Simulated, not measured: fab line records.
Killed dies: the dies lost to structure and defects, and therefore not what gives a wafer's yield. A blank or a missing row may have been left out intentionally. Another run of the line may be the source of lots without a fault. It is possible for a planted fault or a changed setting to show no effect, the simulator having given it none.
Matching of chambers | flow n5_finfet | 3 sister chambers for N5_BEOL_M5_PRE_CLEAN_77 on cvd_co-01
The step time 15 s. 6 wafers are shown with their chamber, then 6 later ones without.

== EACH WAFER AND ITS CHAMBER ==
wafer  | chamber | heater_power_w (W)
L910.6 | 0       | 77
L913.6 | 2       | 116
L920.2 | 0       | 77
L922.2 | 1       | 76
L922.3 | 2       | 119
L922.5 | 1       | 80

== WAFERS MISSING THEIR CHAMBER ==
wafer  | heater_power_w (W)
L929.1 | 79
L929.3 | 77
L929.5 | 78
L928.1 | 119
L928.2 | 80
L928.3 | 78

== WHICH CHAMBER EACH WENT THROUGH ==
wafer  | from the rows above     | in truth
L929.1 | can't be placed: 1 or 0 | 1
L929.3 | can't be placed: 0 or 1 | 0
L929.5 | can't be placed: 1 or 0 | 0
L928.1 | 2                       | 2
L928.2 | can't be placed: 1 or 0 | 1
L928.3 | can't be placed: 1 or 0 | 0
Placed correctly: 1 of 6. Can't be placed from these rows: 5 (the true chamber is among the candidates in 5). Wrongly placed: 0.
How it was worked out, from the rows above alone: a wafer's distance from a chamber is the root of the sum, over the readings, of the square of ((its reading less the chamber's mean) divided by the reading's scatter). The wafer belongs to the nearest chamber; if the next one is less than 2 further off, it can't be placed. For every chamber, the mean is computed from those of its wafers that are shown. The scatter: take each reading less its chamber's mean, square it, sum over the shown wafers, divide by the number of wafers less the number of chambers, and take the root.
